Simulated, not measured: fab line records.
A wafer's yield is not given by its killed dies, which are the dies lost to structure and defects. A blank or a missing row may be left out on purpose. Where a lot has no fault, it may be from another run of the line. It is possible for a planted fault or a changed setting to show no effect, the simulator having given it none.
fab line records -- flow n5-finfet
record: lots: 5, wafers: 12, last-day: 19
route steps=1938 shown BEOL_M6@1230 PASSIVATION@1936
lots with no fault: from the same line, run without faults
start-h: hours from the record's opening day to when the first of the lot's shown wafers began -- wait-h: hours since the lot's step before -- " as in the row above -- L1.1+2: one row covering several wafers at once -- - either no value or no given start -- * or withheld: withheld -- < > ~ a bound
route shown NAME@n: a module of which the file shows steps, and the number in the route of the first -- usual: average and standard deviation across the fault-free wafers -- same: alike in all rows -- chamber/n: place in a boat -- sites: per-site readings -- _std_site: how widely they spread, as a standard deviation -- _edge_site: outer sites' mean less inner sites' -- radius-mm: how far each site lies from the wafer's centre -- mask NAME#n: copy n -- behind: tool/chamber where the wafer was last shaped -- hold: the reason the lot was held/the length of the hold in hours/how it ended -- device: whichever transistor did not switch (one of n, p or np) -- end of line: the route-end tests of the same wafers -- for a step that has no rows: nothing shown but its recipe -- killed: at the first sort, the dies lost to defects and structure; wafer yield is something else -- map: dies across one wafer; x = killed, . = not, _ = none there
set.NAME: setting as actually run; set.NAME@STEP: the setting as run at that earlier step -- model.NAME: the simulator's own value behind a step, which no gauge read
lots at selected steps of the route; one table per step, one row per wafer
services: the hour from which a tool's chamber was out of use, counted from the record's first day as start-h (under 0 if before that day), plus the number of hours and why
== steps ==
step: N5_BEOL_M6_DESCUM_33
recipe: chemistry: O2, time-s: 7, source-power-w: 50, bias-power-w: 20, pressure-mtorr: 20, rf-frequency-hz: 2.712e+07, temp-c: 40, resist: CAR-EUV, o2-flow-sccm: 225
step: N5_BEOL_M6_ETCH_72
recipe: chemistry: N2/H2, target: underlayer, target-depth-a: 65, mask-material: CAR-EUV, time-s: 5.2, ion-energy-ev: 200, pressure-mtorr: 30, source-w: 840, bias-w: 150, n2-flow-sccm: 200, h2-flow-sccm: 200, ends: cleared
step: N5_BEOL_M6_ETCH_65
recipe: chemistry: CF4, target: SiARC, target-depth-a: 156, mask-material: CAR-EUV, time-s: 26, ion-energy-ev: 80, pressure-mtorr: 40, source-w: 545, bias-w: 36, Ar_flow_sccm: 100, cf4-flow-sccm: 100, ends: cleared
step: N5_BEOL_M6_ETCH_66
recipe: chemistry: N2/H2, target: SOC, target-depth-a: 800, overetch-a: 160, mask-material: SiARC, temp-c: 40, time-s: 120, ion-energy-ev: 200, pressure-mtorr: 30, source-w: 840, bias-w: 150, n2-flow-sccm: 200, h2-flow-sccm: 200
step: N5_BEOL_M6_STRIP_69
recipe: chemistry: N2/H2, temp-c: 40, n2-flow-sccm: 200, h2-flow-sccm: 200, rf-frequency-hz: 6e+07
step: N5_BEOL_M6_STRIP_73
recipe: chemistry: N2/H2, temp-c: 40, n2-flow-sccm: 200, h2-flow-sccm: 200, rf-frequency-hz: 6e+07
step: N5_BEOL_M6_VIA_ETCH_34
recipe: chemistry: C4F6/O2, target: SiCOH_lowk, target-depth-a: 1263, mask-material: SOC, taper-deg: 4, time-s: 50.9, ion-energy-ev: 250, pressure-mtorr: 30, source-w: 345, bias-w: 185, Ar_flow_sccm: 300, C4F6_flow_sccm: 10, O2_flow_sccm: 10
step: N5_BEOL_M6_STRIP_76
recipe: chemistry: C4F6/O2, resist: SiARC, rf-frequency-hz: 6e+07
step: N5_BEOL_M6_STRIP_36
recipe: chemistry: N2/H2, power-w: 450, temp-c: 40, pressure-mtorr: 20, rf-frequency-hz: 6e+07, overash-fraction: 0.3, bias-power-w: 7, h2-frac: 0.5, n2-flow-sccm: 200, h2-flow-sccm: 200
step: N5_BEOL_M6_TRENCH_ETCH_37
recipe: chemistry: C4F6/O2, target-depth-a: 944.35, target: SiCOH_lowk, time-s: 31.5, ion-energy-ev: 250, pressure-mtorr: 30, source-w: 345, bias-w: 185, Ar_flow_sccm: 300, C4F6_flow_sccm: 10, O2_flow_sccm: 10
usual: drypump-motor-current-A: 5.5/0.42, oes_ar_750_au: 0.82/0.06, oes-product-au: 0.83/0.061, rf-vpp-V: 663/10, run-length-s: 54.8/0.49, showerhead-plenum-p-Torr: 2.87/0.1, throttle-valve-pct: 20.89/0.18
lot.wafer,tool,chamber,start-h,wait-h,drypump-motor-current-A,oes_ar_750_au,oes-product-au,rf-hours-counter-h,rf-vpp-V,run-length-s,showerhead-plenum-p-Torr,throttle-valve-pct,model.BEOL_M6.feature-depth-nm,model.etch.depth-nm
L689.4,rie-diel-04,3,274.30,-,5.9,0.88,0.87,38,651,55.3,3.00,20.91,94.8,94.81
L689.5,rie-diel-04,2,274.30,-,5.4,0.77,0.79,-,664,52.9,2.86,20.69,89.6,89.56
L691.5,rie-diel-04,2,294.32,-,5.4,0.76,0.78,-,663,53.3,2.86,20.68,89.2,89.23
L691.6,rie-diel-04,3,294.32,-,5.9,0.87,0.86,-,651,55.5,3.00,20.93,95.4,95.49
L690.1,rie-diel-04,0,294.90,-,5.1,0.88,0.88,25,664,52.5,2.80,20.97,90.6,90.68
L690.6,rie-diel-04,3,294.90,-,5.9,0.87,0.86,-,652,55.5,3.00,20.94,94.4,94.44
L700.2,rie-diel-01,3,329.38,-,4.9,0.83,0.83,84,658,54.6,2.87,20.75,96,95.97
L700.4,rie-diel-01,1,329.38,-,5.2,0.83,0.84,53,664,54.5,2.89,20.78,96.6,96.59
L700.6,rie-diel-01,3,329.38,-,5.0,0.83,0.83,-,659,54.7,2.87,20.77,95,95.06
L701.2,rie-diel-04,0,356.77,-,5.1,0.85,0.84,46,662,54.1,2.79,21.01,95.4,95.35
L701.3,rie-diel-04,2,356.77,-,5.5,0.76,0.76,142,664,54.5,2.86,20.70,92.8,92.79
L701.4,rie-diel-04,1,356.77,-,6.5,0.80,0.81,107,673,55.5,2.76,21.32,97.4,97.36
step: N5_BEOL_M6_ETCH_41
recipe: chemistry: CH3F/O2, target: SiCN, target-depth-a: 297, taper-deg: 2, time-s: 52, ion-energy-ev: 120, mask-material: TiN, pressure-mtorr: 30, source-w: 395, bias-w: 75, Ar_flow_sccm: 150, CH3F_flow_sccm: 30, O2_flow_sccm: 20
step: N5_BEOL_M6_STRIP_80
recipe: chemistry: N2/H2, time-s: 10, power-w: 450, temp-c: 40, pressure-mtorr: 20, rf-frequency-hz: 6e+07, bias-power-w: 7, n2-flow-sccm: 200, h2-flow-sccm: 200
step: N5_BEOL_M6_OCD_MEAS_38
usual: trench-depth-nm: 95.2/1.8
lot.wafer,tool,chamber,start-h,wait-h,trench-depth-nm
L689.4,ocd-02,-,274.46,-,94.7
L689.5,ocd-02,-,274.46,-,90.1
L691.5,ocd-02,-,294.46,-,88.9
L691.6,ocd-02,-,294.46,-,95.3
L690.1,ocd-02,-,295.06,-,90.5
L690.6,ocd-02,-,295.06,-,94.2
L700.2,ocd-02,-,329.54,-,96.6
L700.4,ocd-02,-,329.54,-,96.5
L700.6,ocd-02,-,329.54,-,95.1
L701.2,ocd-02,-,356.93,-,95.0
L701.3,ocd-02,-,356.93,-,92.5
L701.4,ocd-02,-,356.93,-,98.3
step: N5_BEOL_M6_HM_STRIP_39
recipe: chemistry: peroxide-tin-strip, material: TiN, target-depth-a: 250, temp-c: 50, time-s: 158
step: N5_BEOL_M6_SRD_40
recipe: time-s: 30, temp-c: 23, rinse-liquid: diw, dry: ipa-marangoni
step: N5_BEOL_M6_PRECLEAN_42
recipe: chemistry: residue-remover, time-s: 60, temp-c: 40
step: N5_BEOL_M6_SRD_43
recipe: time-s: 30, temp-c: 23, rinse-liquid: diw, dry: ipa-marangoni
step: N5_BEOL_M6_CURE_75
recipe: temp-c: 370, time-s: 120, ambient: DMADMS/He, material: SiCOH_lowk
step: N5_BEOL_M6_DEGAS_44
recipe: ambient: vacuum, temp-c: 250, time-s: 60
step: N5_BEOL_M6_PRE_CLEAN_45
recipe: gas: H2/He, time-s: 30, temp-c: 250
step: N5_BEOL_M6_ALD_77
recipe: material: TaN, target-thk-a: 20, temp-c: 275, ald-precursor-family: PDMAT, ald-co-reactant: NH3, pressure-torr: 3, carrier-flow-sccm: 1500, pulse-time-s: 2, purge-time-s: 3, co-reactant-purge-time-s: 2, co-reactant-pulse-time-s: 3, ald-cycles: 40, precursor-vessel-temp-c: 75, precursor-vessel-pressure-torr: 26.25, precursor-vessel-carrier-sccm: 1000
step: N5_BEOL_M6_SURFACE_TREAT_79
recipe: gas: Ar, time-s: *, ion-energy-ev: *, ion-current-ma-cm2: 0.5, pressure-mtorr: *, ar-flow-sccm: 30
step: N5_BEOL_M6_CVD_78
recipe: material: Co, target-thk-a: 20, temp-c: withheld, precursor: CCTBA/H2, pressure-torr: 30, time-s: 142.3
step: N5_BEOL_M6_SPUTTER_48
recipe: material: Cu, target-thk-a: 100, temp-c: -20, bias-v: 60, power-w: 26000, chamber-pressure-pa: 0.13, time-s: 1.667
step: N5_BEOL_M6_ECD_50
recipe: material: Cu, target-thk-a: 3000
step: N5_BEOL_M6_ANNEAL_51
recipe: temp-c: 225, time-s: 90, ambient: N2
step: N5_BEOL_M6_CMP_52
recipe: stop-on: SiCOH_lowk, t-overpolish-s: 6.9, down-force-psi: 1, platen-rpm: 50, clearing-platen-down-force-psi: 1.5, clearing-platen-rpm: 50, post-cmp-clean: cu-alkaline, target-thk-nm: 80, clearing-platen-pad-velocity-m-s: 0.99484, pad-velocity-m-s: 0.99484
usual: barrier-field-endpoint-s: 28.9/0.79, motor-current-A: 5.9/0.35, overpolish-run-s: 6.899/0.0091, slurry-filter-dp-kPa: 13.50/0.15, time-to-endpoint-s: 63/3.6
lot.wafer,tool,chamber,start-h,wait-h,barrier-field-endpoint-s,motor-current-A,overpolish-run-s,slurry-filter-dp-kPa,time-to-endpoint-s,model.Cu_of_BEOL_M6_ECD_50.thk-nm
L689.4,cmp-03,1,277.18,0.2,28.6,6.4,6.908,13.23,61,79.2
L689.5,cmp-03,3,277.18,0.2,30.1,5.5,6.902,13.55,69,76.6
L691.6,cmp-01,3,298.13,0.2,28.2,5.4,6.896,13.38,60,79.4
L691.5,cmp-01,0,298.13,0.2,28.6,6.0,6.897,13.76,62,75.2
L690.1,cmp-02,2,298.60,0.3,27.1,5.6,6.896,13.42,60,75.8
L690.6,cmp-02,1,298.60,0.3,28.6,6.3,6.904,13.39,63,79.8
L700.4,cmp-02,2,332.94,0.2,27.9,6.1,6.895,13.75,57,81
L700.2,cmp-02,3,332.94,0.2,28.1,5.6,6.897,13.32,57,81.4
L700.6,cmp-02,0,332.94,0.2,29.4,5.5,6.897,13.28,63,81.8
L701.3,cmp-03,1,360.21,0.2,29.4,6.2,6.889,13.40,59,78.4
L701.4,cmp-03,2,360.21,0.2,30.1,5.9,6.895,13.42,62,85.6
L701.2,cmp-03,0,360.21,0.2,29.1,5.4,6.897,13.48,63,82.8
step: N5_BEOL_M6_PRE_CLEAN_55
recipe: gas: NH3, time-s: 15, temp-c: withheld, rf-power-w: 300
step: N5_BEOL_M6_DEP_56
recipe: material: SiCN, target-thk-a: 100, temp-c: withheld, precursor: 3MS/NH3, pressure-torr: 3, rf-w: 202, time-s: 17.5
step: N5_BEOL_M6_RS_MEAS_57
recipe: thk-meas-gauge: four-point-probe, reads: Cu_of_BEOL_M6_ECD_50+Co_of_BEOL_M6_CVD_78+TaN_of_BEOL_M6_ALD_77
usual: M6_RS: 0.281/0.0084
lot.wafer,tool,chamber,start-h,wait-h,M6_RS[ohm/sq]
L689.4,film-metro-02,-,277.53,0.0,0.289
L689.5,film-metro-02,-,277.53,0.0,0.301
L691.5,film-metro-02,-,298.41,0.0,0.307
L691.6,film-metro-02,-,298.41,0.0,0.288
L690.1,film-metro-02,-,298.99,0.1,0.304
L690.6,film-metro-02,-,298.99,0.1,0.287
L700.2,film-metro-02,-,333.29,0.1,0.280
L700.4,film-metro-02,-,333.29,0.1,0.282
L700.6,film-metro-02,-,333.29,0.1,0.278
L701.2,film-metro-02,-,360.64,0.1,0.274
L701.3,film-metro-02,-,360.64,0.1,0.293
L701.4,film-metro-02,-,360.64,0.1,0.264
step: N5_PASSIVATION_PROBE_49
usual: defect-limited-yield: 91.0/1.5, killed_at_M0_to_M3: 35/11, killed_at_M4_up: 13/5, killed-at-contacts: 12/5.9, killed-at-front-end: 42/13, killed-at-other: 3/3.2, killed-dies: 106/18, killed-open: 69/13, killed-short: 35/8.9, sort_bin_5_function: 5.2/0.95, sort_bin_6_memory: 3.3/0.71, sort_bin_8_speed: 0.00/0.016, sort-n-pass: 1074/18, sort-yield-pct: 91.0/1.5
same: gross-dies: 1180, killed-at-back-side: 0, sort_bin_4_leakage[%]: 0
lot.wafer,tool,chamber,start-h,wait-h,defect-limited-yield[%],killed_at_M0_to_M3,killed_at_M4_up,killed-at-contacts,killed-at-front-end,killed-at-other,killed-dies,killed-open,killed-short,sort_bin_5_function[%],sort_bin_6_memory[%],sort_bin_8_speed[%],sort-n-pass,sort-yield-pct[%]
L689.5,prober-01,-,367.04,0.2,92.2,26,21,5,39,1,92,59,30,4.5,3.1,0,1088,92.2
L690.1,prober-02,-,390.60,0.0,90.5,28,12,15,57,0,112,84,27,5.2,4.1,0,1068,90.5
killed by level:class
L689.5 BEOL_M3:geometric-particle:open=11 FIN_SAQP:geometric-particle:open=8 BEOL_M2:geometric-particle:open=8 BEOL_M4:geometric-particle:open=8 GATE_CUT:geometric-particle:short=6 MOL_CONTACT_COAG:geometric-particle:open=5 FIN_SAQP:geometric-particle:short=4 STARTING-WAFER:geometric-particle:open=4
L690.1 STI_FIN_REVEAL:geometric-particle:open=23 MOL_CONTACT_COAG:geometric-particle:open=15 BEOL_M2:geometric-particle:open=8 BEOL_M1:geometric-particle:open=7 GATE_CUT:geometric-particle:open=5 BEOL_M3:geometric-particle:open=5 FIN_SAQP:geometric-particle:open=4 FIN_SAQP:geometric-particle:short=4
== services ==
tool,chamber,start-h,hours,kind
cmp-03,-,265.54,4.3,pm
rie-diel-01,1,287.24,4.2,repair
rie-diel-04,2,323.48,19.8,repair
cmp-01,-,334.09,4.0,pm
cmp-01,-,338.09,-,consumable-replace:conditioner
cmp-01,-,338.09,-,consumable-replace:pad
== key ==
first-sign: step: N5_BEOL_M6_TRENCH_ETCH_37, reading: run-length-s, direction: down, sigmas: 4, usual: *, struck: *
effect: step: N5_BEOL_M6_OCD_MEAS_38, reading: trench-depth-nm, direction: down, sigmas: 2.9, usual: 95.2, struck: 89.9
effect: step: N5_BEOL_M6_RS_MEAS_57, reading: M6_RS, direction: up, sigmas: 2.7, usual: 0.281, struck: 0.304
model-effect: step: N5_BEOL_M6_TRENCH_ETCH_37, value: BEOL_M6.feature-depth-nm, without: 94.2, struck: 89.8
model-effect: step: N5_BEOL_M6_CMP_52, value: Cu_of_BEOL_M6_ECD_50.thk-nm, without: 80.27, struck: 75.87
met-at N5_BEOL_M6_TRENCH_ETCH_37
struck-wafers L689.5,L690.1,L691.5
fault: kind: process-parameter-drift, tool: rie-diel-04, chamber: -, onset-h: 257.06, steps: N5_BEOL_M6_TRENCH_ETCH_37, channel: time-s, offset: *, shape: step, end-h: 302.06, scope: struck-wafers-only, acts-in: *, stated: *
